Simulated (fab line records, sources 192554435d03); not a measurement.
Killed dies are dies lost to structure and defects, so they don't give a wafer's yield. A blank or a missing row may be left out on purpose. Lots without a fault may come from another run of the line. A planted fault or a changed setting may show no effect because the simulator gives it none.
fab line records | flow n5_finfet
record lots=7 wafers=39
route steps=1938 shown BEOL_M1@800 BEOL_M3@950 BEOL_M4@1021 BEOL_M6@1251 BEOL_M9@1440 BEOL_M11@1552 PASSIVATION@1930
start_h: hours from the record's first day to the start of the lot's first wafer shown | wait_h: hours since the lot's step before | " the same as in the row above | L1.1+2: a row that stands for several wafers | - no value, or no start given | * or withheld: withheld | < > ~ a bound
route shown NAME@n: a module of which the file shows steps, and the number in the route of the first | usual: mean/standard deviation of fault-free wafers | same: alike in all rows | chamber/n: place in a boat | sites: the reading at each site | _std_site: their standard deviation | _edge_site: outer sites' mean less inner sites' | radius_mm: how far each site lies from the wafer's centre | mask NAME#n: copy n | behind: the tool/chamber that last shaped the wafer | hold: why the lot was held/for how many hours/how that ended | device: the transistor (n, p or np) that didn't switch | end of line: the same wafers' tests at the end of the route | a step without rows: its recipe alone | killed: dies lost to structure and defects at the first sort, not the wafer's yield | map: a wafer's dies, x killed, . not, _ none there
set.NAME: the setting as run; set.NAME@STEP: as run at that earlier step | model.NAME: the simulator's own value behind a step, which no gauge read
lots whose settings were changed on purpose; a table a step, a row a wafer
## steps
# step N5_BEOL_M1_TRENCH_ETCH_37
# recipe chemistry=C4F6/O2 target_depth_a=552.07 target=SiOC time_s=29 ion_energy_ev=250 pressure_mtorr=30 source_w=355 bias_w=185 Ar_flow_sccm=300 C4F6_flow_sccm=10 O2_flow_sccm=10
# columns lot.wafer tool chamber start_h wait_h set.time_s model.etch.depth_nm model.BEOL_M1.feature_depth_nm model.TiN_of_BEOL_M1_HM_DEP_02.thk_nm
L078.1 rie_diel-02 0 - - 29 55.02 55 17.8
L078.2 " 1 " " 42.3 81.42 81.4 16.4
L078.3 " 2 " " 42.3 77.98 78 17
L078.4 " 1 " " 29 55.39 55.4 18
L078.5 " 0 " " 29 55.53 55.6 17.8
L078.6 " 2 " " 42.3 78.33 78.4 16.8
L079.1 rie_diel-03 0 - - 29 53.89 53.8 17.4
L079.2 " 1 " " 29 55.01 55 18
L079.3 " 3 " " 29 55.8 55.8 17.4
L079.4 " 2 " " 29 55.98 56 18
L079.5 " 1 " " 29 55.36 55.4 17.4
L079.6 " 2 " " 29 56.28 56.2 18
L084.1 rie_diel-02 1 - - 14.06 26.98 27 19
L084.2 " 3 " " 29 55.47 55.4 17.6
L084.3 " 0 " " 29 54.98 55 18
L084.4 " 2 " " 14.06 25.69 25.6 19.4
L084.5 " 1 " " 14.06 26.92 27 19.2
L084.6 " 2 " " 29 52.94 53 17.8
L088.1 rie_diel-03 3 - - 29 55.32 55.4 17.8
L088.2 " 0 " " 29 54.11 54.2 18
L088.3 " 2 " " 35.24 67.29 67.2 17.4
L088.4 " 1 " " 29 54.79 54.8 17.6
L088.5 " 1 " " 35.24 66.76 66.8 17.4
L088.6 " 0 " " 35.24 65.93 66 17.2
L091.1 rie_diel-02 1 - - 29 54.48 54.4 17.4
L091.2 " 2 " " 29 53.34 53.4 17.4
L091.3 " 0 " " 29 55.38 55.4 17.8
L091.4 " 3 " " 29 54.73 54.8 17.2
L091.5 " 2 " " 29 53.94 54 17.6
L091.6 " 1 " " 29 54.76 54.8 17.2
L095.1 rie_diel-01 1 - - 21.51 41.27 41.2 18.4
L095.2 " 0 " " 29 56.47 56.4 17.6
L095.3 " 3 " " 29 55.11 55.2 17.4
L095.4 " 2 " " 29 54.21 54.2 17.8
L095.5 " 2 " " 21.51 40.72 40.8 18.2
L095.6 " 1 " " 21.51 41.77 41.8 18.2
L097.2 rie_diel-03 2 - - 29 54.04 54 18
L097.3 " 1 " " 29 54.16 54.2 17.8
L097.4 " 0 " " 29 53.33 53.4 17.6
# step N5_BEOL_M1_ETCH_41
# recipe chemistry=CH3F/O2 target=SiCN target_depth_a=319 taper_deg=2 time_s=57.8 ion_energy_ev=120 mask_material=TiN pressure_mtorr=30 source_w=395 bias_w=75 Ar_flow_sccm=150 CH3F_flow_sccm=30 O2_flow_sccm=20
# step N5_BEOL_M1_STRIP_97
# recipe chemistry=N2/H2 time_s=10 power_w=450 temp_c=40 pressure_mtorr=20 rf_frequency_hz=6e+07 bias_power_w=7 n2_flow_sccm=200 h2_flow_sccm=200
# step N5_BEOL_M1_OCD_MEAS_38
# usual trench_depth_nm=55.0/1
# columns lot.wafer tool chamber start_h wait_h set.time_s@BEOL_M1_TRENCH_ETCH_37 trench_depth_nm
L078.1 ocd-01 - 149.32 - 29 55.2
L078.2 " - " " 42.3 81.7
L078.3 " - " " 42.3 78.1
L078.4 " - " " 29 55.3
L078.5 " - " " 29 55.6
L078.6 " - " " 42.3 78.6
L079.1 ocd-02 - 156.76 - 29 53.9
L079.2 " - " " 29 55.7
L079.3 " - " " 29 55.7
L079.4 " - " " 29 56.3
L079.5 " - " " 29 55.3
L079.6 " - " " 29 56.7
L084.1 ocd-02 - 186.51 - 14.06 26.5
L084.2 " - " " 29 55.4
L084.3 " - " " 29 55.1
L084.4 " - " " 14.06 25.7
L084.5 " - " " 14.06 26.8
L084.6 " - " " 29 52.3
L088.1 ocd-01 - 217.40 - 29 55.2
L088.2 " - " " 29 54.3
L088.3 " - " " 35.24 66.9
L088.4 " - " " 29 54.9
L088.5 " - " " 35.24 66.8
L088.6 " - " " 35.24 65.8
L091.1 ocd-01 - 225.59 - 29 54.3
L091.2 " - " " 29 53.5
L091.3 " - " " 29 55.6
L091.4 " - " " 29 55.1
L091.5 " - " " 29 54.0
L091.6 " - " " 29 54.9
L095.1 ocd-01 - 259.65 - 21.51 41.3
L095.2 " - " " 29 56.4
L095.3 " - " " 29 55.3
L095.4 " - " " 29 53.9
L095.5 " - " " 21.51 40.3
L095.6 " - " " 21.51 42.0
L097.2 ocd-02 - 266.94 - 29 53.7
L097.3 " - " " 29 54.5
L097.4 " - " " 29 52.8
# step N5_BEOL_M3_ETCH_64
# recipe chemistry=N2/H2 target=SOC target_depth_a=750 overetch_a=150 mask_material=SiARC temp_c=40 time_s=112.5 ion_energy_ev=200 pressure_mtorr=30 source_w=840 bias_w=150 n2_flow_sccm=200 h2_flow_sccm=200
# columns lot.wafer tool chamber start_h wait_h set.time_s model.SiARC_of_BEOL_M3_COAT_62.thk_nm
L078.1+3+4 rie_diel-03 0,2,1 168.11 0.0 112.5 7
L078.2+5+6 " 3,3,2 " " 112.5 6.8
L079.1+6 rie_diel-02 2 174.50 0.0 112.5 7.2
L079.2 " 0 " " 112.5 7
L079.3 " 1 " " 84.36 8
L079.4+5 " 3 " " 84.36 8.2
L084.1+2+4+5 rie_diel-01 3,1,2,3 203.35 0.0 112.5 6.8
L084.3+6 " 0 " " 112.5 6.6
L088.1+4+5 rie_diel-01 0,1,2 231.58 0.0 112.5 6.6
L088.2+3+6 " 3,2,3 " " 112.5 6.8
L091.1 rie_diel-02 0 241.49 0.0 112.5 7
L091.2+5 " 1 " " 157.7 4.6
L091.3 " 2 " " 112.5 7.2
L091.4 " 3 " " 157.7 5
L091.6 " 0 " " 112.5 6.8
L095.1 rie_diel-01 3 275.39 0.0 147.3 5.2
L095.2+6 " 0 " " 147.3 5
L095.3+4+5 " 1,2,3 " " 112.5 6.8
L097.2 rie_diel-03 0 283.64 0.0 112.5 7.2
L097.3 " 3 " " 112.5 6.8
L097.4 " 1 " " 112.5 7
# step N5_BEOL_M3_STRIP_65
# recipe chemistry=N2/H2 temp_c=40 n2_flow_sccm=200 h2_flow_sccm=200 rf_frequency_hz=6e+07
# step N5_BEOL_M3_STRIP_75
# recipe chemistry=N2/H2 temp_c=40 n2_flow_sccm=200 h2_flow_sccm=200 rf_frequency_hz=6e+07
# step N5_BEOL_M3_STRIP_66
# recipe chemistry=CF4 resist=SiARC power_w=300 bias_power_w=75 pressure_mtorr=50 cf4_flow_sccm=150 rf_frequency_hz=6e+07
# step N5_BEOL_M3_HM_OPEN_17
# recipe chemistry=Cl2/BCl3 target_depth_a=200 overetch_a=60 target=TiN mask_material=SOC ion_energy_ev=150 pressure_mtorr=10 icp_w=1000 bias_w=126 Cl2_flow_sccm=53.25 bcl3_flow_sccm=21.75 Ar_flow_sccm=25
# columns lot.wafer tool chamber start_h wait_h set.time_s@BEOL_M3_ETCH_64 model.etch.depth_nm
L078.1 rie_metal-03 1 168.28 0.0 112.5 20.11
L078.2 " 0 " " 112.5 19.78
L078.3 " 1 " " 112.5 20.03
L078.4 " 0 " " 112.5 20.2
L078.5 " 0 " " 112.5 19.71
L078.6 " 1 " " 112.5 20.36
L079.1 rie_metal-02 1 174.67 0.0 112.5 20.33
L079.2 " 0 " " 112.5 20.08
L079.3 " 0 " " 84.36 20.33
L079.4 " 1 " " 84.36 20
L079.5 " 1 " " 84.36 20.39
L079.6 " 0 " " 112.5 20.42
L084.1+6 rie_metal-01 1 203.52 0.0 112.5 20.01
L084.2 " 0 " " 112.5 19.84
L084.3 " 0 " " 112.5 19.89
L084.4 " 1 " " 112.5 19.81
L084.5 " 0 " " 112.5 19.97
L088.1+3 rie_metal-01 1,0 231.75 0.0 112.5 20.33
L088.2 " 0 " " 112.5 19.67
L088.4 " 1 " " 112.5 20.17
L088.5 " 1 " " 112.5 20.26
L088.6 " 0 " " 112.5 20.23
L091.1 rie_metal-01 1 241.66 0.0 112.5 20.13
L091.2 " 0 " " 157.7 15.87
L091.3 " 1 " " 112.5 19.61
L091.4 " 0 " " 157.7 15.66
L091.5 " 1 " " 157.7 15.74
L091.6 " 0 " " 112.5 19.74
L095.1 rie_metal-01 0 275.56 0.0 147.3 16.79
L095.2 " 1 " " 147.3 16.44
L095.3 " 0 " " 112.5 20.3
L095.4 " 1 " " 112.5 20.46
L095.5 " 1 " " 112.5 20.31
L095.6 " 0 " " 147.3 16.66
L097.2 rie_metal-01 1 283.82 0.0 112.5 19.87
L097.3 " 1 " " 112.5 19.69
L097.4 " 0 " " 112.5 20.21
# step N5_BEOL_M4_ILD_DEP_00
# recipe material=SiOC target_thk_a=790 temp_c=350 precursor=DEMS/O2 pressure_torr=5 rf_w=500 time_s=15.3
# columns lot.wafer tool chamber start_h wait_h set.time_s model.SiOC_of_BEOL_M4_ILD_DEP_00.thk_nm
L078.1 pecvd-03 1 185.76 0.0 15.3 78
L078.2 " 2 " " 10.64 53.4
L078.3 " 2 " " 15.3 78.4
L078.4 " 1 " " 15.3 78.2
L078.5 " 1 " " 10.64 54.6
L078.6 " 2 " " 10.64 54.4
L079.1 pecvd-02 0 185.92 0.0 15.3 77.4
L079.2 " 1 " " 15.3 77
L079.3 " 2 " " 23 116.4
L079.4 " 2 " " 23 118.4
L079.5 " 1 " " 15.3 78.8
L079.6 " 0 " " 23 119
L084.1 pecvd-04 2 211.50 0.0 15.3 77.8
L084.2 " 0 " " 19.15 97.6
L084.3 " 1 " " 15.3 78
L084.4 " 0 " " 19.15 99
L084.5 " 1 " " 19.15 99.2
L084.6 " 2 " " 15.3 79.4
L088.1 pecvd-02 1 236.95 0.0 9.34 47.2
L088.2 " 2 " " 15.3 78.2
L088.3 " 0 " " 9.34 48.4
L088.4 " 0 " " 9.34 48.6
L088.5 " 2 " " 15.3 78.8
L088.6 " 1 " " 15.3 78.4
L091.1 pecvd-02 0 248.96 0.0 15.3 78.4
L091.2 " 2 " " 15.3 78.8
L091.3 " 1 " " 15.3 78.2
L091.4 " 0 " " 15.3 80.4
L091.5 " 2 " " 15.3 80
L091.6 " 1 " " 15.3 79
L095.1 pecvd-04 1 283.88 0.0 15.3 77.2
L095.2 " 0 " " 15.3 77.4
L095.3 " 2 " " 15.3 77.8
L095.4 " 1 " " 15.3 79.8
L095.5 " 0 " " 15.3 79.4
L095.6 " 2 " " 15.3 80.2
L097.2+3 pecvd-04 0,2 289.29 0.0 15.3 78.4
L097.4 " 2 " " 15.3 80
# step N5_BEOL_M4_THK_MEAS_01
# recipe reads=SiOC_of_BEOL_M4_ILD_DEP_00
# usual M4_ILD_THK=78.6/1
# columns lot.wafer tool chamber start_h wait_h set.time_s@BEOL_M4_ILD_DEP_00 M4_ILD_THK[nm]
L078.1 film_metro-01 - 185.84 0.1 15.3 77.9
L078.2 " - " " 10.64 53.3
L078.3 " - " " 15.3 78.4
L078.4 " - " " 15.3 78.1
L078.5 " - " " 10.64 54.5
L078.6 " - " " 10.64 54.3
L079.1 film_metro-01 - 185.98 0.0 15.3 77.4
L079.2 " - " " 15.3 77.0
L079.3 " - " " 23 116.4
L079.4 " - " " 23 118.4
L079.5 " - " " 15.3 78.9
L079.6 " - " " 23 119.0
L084.1 film_metro-02 - 211.56 0.0 15.3 77.8
L084.2 " - " " 19.15 97.6
L084.3 " - " " 15.3 78.0
L084.4 " - " " 19.15 99.0
L084.5 " - " " 19.15 99.3
L084.6 " - " " 15.3 79.4
L088.1 film_metro-02 - 237.02 0.0 9.34 47.3
L088.2 " - " " 15.3 78.3
L088.3 " - " " 9.34 48.3
L088.4 " - " " 9.34 48.6
L088.5 " - " " 15.3 78.8
L088.6 " - " " 15.3 78.3
L091.1 film_metro-02 - 249.03 0.0 15.3 78.3
L091.2 " - " " 15.3 78.7
L091.3 " - " " 15.3 78.2
L091.4 " - " " 15.3 80.4
L091.5 " - " " 15.3 80.0
L091.6 " - " " 15.3 79.0
L095.1 film_metro-01 - 283.94 0.0 15.3 77.2
L095.2 " - " " 15.3 77.4
L095.3 " - " " 15.3 77.9
L095.4 " - " " 15.3 79.7
L095.5 " - " " 15.3 79.4
L095.6 " - " " 15.3 80.2
L097.2 film_metro-01 - 289.35 0.1 15.3 78.3
L097.3 " - " " 15.3 78.3
L097.4 " - " " 15.3 79.9
# step N5_BEOL_M6_ALD_77
# recipe material=TaN target_thk_a=20 temp_c=275 ald_precursor_family=PDMAT ald_co_reactant=NH3 pressure_torr=3 carrier_flow_sccm=1500 pulse_time_s=2 purge_time_s=3 co_reactant_purge_time_s=2 co_reactant_pulse_time_s=3 ald_cycles=40 precursor_vessel_temp_c=75 precursor_vessel_pressure_torr=26.25 precursor_vessel_carrier_sccm=1000
# columns lot.wafer tool chamber start_h wait_h set.ald_cycles model.TaN_of_BEOL_M6_ALD_77.thk_nm
L079.1+2+3+4+5+6 ald_metal-01 2,0,3,1,1,0 211.60 0.3 40 2
L078.1+2+4 ald_metal-01 3,1,2 213.12 0.1 47 2.4
L078.3+5+6 " 0,1,0 " " 40 2
L084.1+5+6 ald_metal-02 3,0,3 245.23 0.1 40 2
L084.2+3+4 " 0,1,2 " " 52 2.6
L088.1+3+6 ald_metal-01 1,2,1 263.76 0.0 30 1.4
L088.2+4+5 " 3,0,2 " " 40 2
L091.1+2+3+4+5+6 ald_metal-04 1,3,0,2,1,0 282.70 0.0 40 2
L095.1+2+3+4+5+6 ald_metal-02 0,2,3,1,2,3 311.51 0.0 40 2
L097.2+3+4 ald_metal-01 0,3,2 315.47 0.2 40 2
# step N5_BEOL_M9_ETCH_66
# recipe chemistry=N2/H2 target=SOC target_depth_a=800 overetch_a=160 mask_material=SiARC temp_c=40 time_s=120 ion_energy_ev=200 pressure_mtorr=30 source_w=840 bias_w=150 n2_flow_sccm=200 h2_flow_sccm=200
# columns lot.wafer tool chamber start_h wait_h set.time_s model.SiARC_of_BEOL_M9_COAT_64.thk_nm
L079.1+6 rie_diel-01 0,2 232.96 0.0 120 6.2
L079.2+3+4+5 " 2,1,3,1 " " 120 6.4
L078.1 rie_diel-01 3 236.41 0.0 120 6.4
L078.2+3 " 2,0 " " 182.8 3.2
L078.4+6 " 1,2 " " 120 6.2
L078.5 " 3 " " 182.8 3.4
L084.1+3 rie_diel-01 1,2 266.16 0.0 120 6.2
L084.2+4+6 " 3,0,2 " " 57.56 9.2
L084.5 " 3 " " 120 6.4
L088.1+6 rie_diel-01 0,1 284.54 0.0 77.36 8.2
L088.2 " 3 " " 77.36 8.4
L088.3+5 " 2,0 " " 120 6.2
L088.4 " 1 " " 120 6.4
L091.1 rie_diel-03 3 302.14 0.0 120 6.4
L091.2+6 " 1,0 " " 63.43 9.2
L091.3+4 " 0,2 " " 120 6.6
L091.5 " 3 " " 63.43 9
L095.1 rie_diel-01 3 339.11 0.0 181.9 3.6
L095.2+5+6 " 0,1,2 " " 120 6.4
L095.3+4 " 1,2 " " 181.9 3.4
L097.2+3 rie_diel-01 0,1 341.36 0.0 120 6.2
L097.4 " 2 " " 120 6.4
# step N5_BEOL_M11_DESCUM_16
# recipe chemistry=O2 time_s=7.9 source_power_w=50 bias_power_w=20 pressure_mtorr=20 rf_frequency_hz=2.712e+07 temp_c=40 resist=CAR-ArF o2_flow_sccm=225
# columns lot.wafer tool chamber start_h wait_h set.time_s model.CAR-ArF_of_BEOL_M11_COAT_05.thk_nm
L079.1 rie_diel-03 3 246.71 0.3 7.9 83.4
L079.2 " 2 " " 9.461 82.8
L079.3+4 " 0,1 " " 9.461 82.6
L079.5+6 " 1,2 " " 7.9 83.6
L078.1+4 rie_diel-03 3,0 248.88 0.3 7.9 83.8
L078.2+3+5+6 " 2,1,3,0 " " 7.9 83.6
L084.1+3+4 rie_diel-03 2,0,1 281.73 0.0 7.9 83.8
L084.2+5 " 3,1 " " 4.821 85.6
L084.6 " 0 " " 4.821 85.4
L088.1+5+6 rie_diel-01 3,3,1 297.87 0.0 11.8 81.6
L088.2+3+4 " 0,1,0 " " 7.9 84
L091.1 rie_diel-02 1 315.21 0.0 6.457 84.4
L091.2 " 2 " " 7.9 83.4
L091.3+6 " 3,1 " " 7.9 83.6
L091.4+5 " 0,2 " " 6.457 84.2
L095.1+3+6 rie_diel-02 2,3,3 354.78 0.0 7.9 83.6
L095.2+4+5 " 1,2,1 " " 7.9 83.8
L097.2 rie_diel-01 2 357.57 0.0 7.9 83.2
L097.3+4 " 0,3 " " 7.9 83.4
# step N5_PASSIVATION_ETCH_54
# recipe chemistry=CHF3/O2 target=SiO2 target_depth_a=8800 CHF3_flow_sccm=50 O2_flow_sccm=5 Ar_flow_sccm=200 time_s=440 mask_material=PR pressure_mtorr=30 source_w=650 bias_w=170 ion_energy_ev=200
# columns lot.wafer tool chamber start_h wait_h set.time_s model.etch.depth_nm model.PASSIVATION.feature_depth_nm
L079.1 rie_diel-04 3 293.61 0.1 440 865.3 865.4
L079.2 " 1 " " 351.7 687.6 687.6
L079.3 " 2 " " 440 891.1 891.2
L079.4 " 3 " " 440 868.1 868.2
L079.5 " 2 " " 351.7 702.7 702.6
L079.6 " 1 " " 351.7 688.4 688.4
L078.1 rie_diel-05 0 296.57 0.1 440 890.2 890.2
L078.2 " 1 " " 440 872.6 872.6
L078.3 " 2 " " 440 845.5 845.4
L078.4 " 3 " " 440 869.1 869.2
L078.5 " 0 " " 440 887.3 887.2
L078.6 " 1 " " 440 865.4 865.4
L084.1 rie_diel-06 3 323.61 0.1 440 914.7 914.8
L084.2 " 0 " " 524 1033 1033
L084.3 " 2 " " 524 1058 1058
L084.4 " 1 " " 440 892.8 892.8
L084.5 " 1 " " 524 1070 1070
L084.6 " 2 " " 440 893.9 893.8
L088.1 rie_diel-04 2 344.29 0.1 222.5 446.8 446.8
L088.2 " 3 " " 222.5 437.9 437.8
L088.3 " 1 " " 440 869 869
L088.4 " 0 " " 440 872.4 872.4
L088.5 " 0 " " 222.5 442.7 442.8
L088.6 " 3 " " 440 869.8 869.8
L091.1 rie_diel-06 3 374.06 0.1 440 895 895
L091.2 " 1 " " 440 882.6 882.6
L091.3 " 0 " " 571 1105 1105
L091.4 " 0 " " 571 1123 1123
L091.5 " 3 " " 571 1148 1148
L091.6 " 1 " " 440 878.1 878.2
L097.2 rie_diel-05 3 401.59 0.1 440 865.6 865.6
L097.3 " 0 " " 440 895 895
L097.4 " 2 " " 440 849 849
L095.1 rie_diel-05 3 402.92 0.1 527.7 1041 1041
L095.2 " 2 " " 440 848.5 848.4
L095.3 " 1 " " 527.7 1051 1051
L095.4 " 0 " " 440 895.1 895.2
L095.5 " 0 " " 527.7 1067 1067
L095.6 " 1 " " 440 879.2 879.2
## key
split step=N5_BEOL_M1_TRENCH_ETCH_37 setting=time_s stated=29 by=wafer
response step=N5_BEOL_M1_TRENCH_ETCH_37 reading=model.etch.depth_nm change=+0.536 per=1% r=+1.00
response step=N5_BEOL_M1_TRENCH_ETCH_37 reading=model.BEOL_M1.feature_depth_nm change=+0.536 per=1% r=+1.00
response step=N5_BEOL_M1_TRENCH_ETCH_37 reading=model.TiN_of_BEOL_M1_HM_DEP_02.thk_nm change=-0.0257 per=1% r=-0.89
response step=N5_BEOL_M1_OCD_MEAS_38 reading=trench_depth_nm change=+0.536 per=1% r=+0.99
split step=N5_BEOL_M3_ETCH_64 setting=time_s stated=112.5 by=wafer
response step=N5_BEOL_M3_ETCH_64 reading=model.SiARC_of_BEOL_M3_COAT_62.thk_nm change=-0.0531 per=1% r=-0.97
response step=N5_BEOL_M3_HM_OPEN_17 reading=model.etch.depth_nm shape=bent at_lowest=20.24 at_stated=20.06 at_highest=15.75
split step=N5_BEOL_M4_ILD_DEP_00 setting=time_s stated=15.3 by=wafer
response step=N5_BEOL_M4_ILD_DEP_00 reading=model.SiOC_of_BEOL_M4_ILD_DEP_00.thk_nm change=+0.793 per=1% r=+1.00
response step=N5_BEOL_M4_THK_MEAS_01 reading=M4_ILD_THK change=+0.793 per=1% r=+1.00
split step=N5_BEOL_M6_ALD_77 setting=ald_cycles stated=40 by=wafer
response step=N5_BEOL_M6_ALD_77 reading=model.TaN_of_BEOL_M6_ALD_77.thk_nm change=+0.0218 per=1% r=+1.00
split step=N5_BEOL_M9_ETCH_66 setting=time_s stated=120 by=wafer
response step=N5_BEOL_M9_ETCH_66 reading=model.SiARC_of_BEOL_M9_COAT_64.thk_nm change=-0.0565 per=1% r=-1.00
split step=N5_BEOL_M11_DESCUM_16 setting=time_s stated=7.9 by=wafer
response step=N5_BEOL_M11_DESCUM_16 reading=model.CAR-ArF_of_BEOL_M11_COAT_05.thk_nm change=-0.0463 per=1% r=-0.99
split step=N5_PASSIVATION_ETCH_54 setting=time_s stated=440 by=wafer
response step=N5_PASSIVATION_ETCH_54 reading=model.etch.depth_nm change=+8.55 per=1% r=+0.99
response step=N5_PASSIVATION_ETCH_54 reading=model.PASSIVATION.feature_depth_nm change=+8.55 per=1% r=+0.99
